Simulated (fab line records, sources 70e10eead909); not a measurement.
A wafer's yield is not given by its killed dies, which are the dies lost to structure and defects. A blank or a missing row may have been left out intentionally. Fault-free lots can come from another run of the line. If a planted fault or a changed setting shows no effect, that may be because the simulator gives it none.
Chamber matching    flow nand_harc    NHARC_A_STAIRCASE_TRIM_20 on rie_diel-13 has 4 sister chambers
The step chemistry O2, time 211.2 s. 8 wafers are shown with their chamber, then 7 later ones without.

== EACH WAFER AND ITS CHAMBER ==
wafer   chamber  showerhead_plenum_p_Torr (Torr)  drypump_motor_current_A (A)
L236.4  0        3.42                             6.1
L238.1  1        3.60                             5.9
L238.2  2        3.36                             5.3
L239.2  3        3.30                             5.4
L239.3  0        3.41                             6.0
L239.6  3        3.30                             5.5
L243.1  2        3.36                             5.3
L243.3  1        3.59                             5.9

== WAFERS WHOSE CHAMBER IS MISSING ==
wafer   showerhead_plenum_p_Torr (Torr)  drypump_motor_current_A (A)
L243.4  3.41                             6.1
L249.1  3.40                             6.1
L249.5  3.40                             6.1
L249.6  3.58                             5.9
L250.2  3.58                             5.9
L250.3  3.39                             6.1
L250.4  3.81                             5.5

== CHAMBER TAKEN BY EACH ==
wafer    from the rows above   in truth
L243.4   0                     0
L249.1   0                     0
L249.5   0                     0
L249.6   1                     1
L250.2   1                     1
L250.3   0                     0
L250.4   1                     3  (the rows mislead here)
6 of 7 placed correctly. Number that these rows cannot place: 0. Wrongly placed: 1.
How it was worked out, from the rows above alone: a wafer's distance from a chamber is the root of the sum, over the readings, of the square of ((its reading less the chamber's mean) divided by the reading's scatter). The wafer belongs to the nearest chamber; if the next one is less than 2 further off, it can't be placed. For every chamber, the mean is computed from those of its wafers that are shown. How the scatter is found: for the shown wafers, subtract from each reading the mean of its chamber, square and add these, divide the total by (wafers less chambers), then take the root.
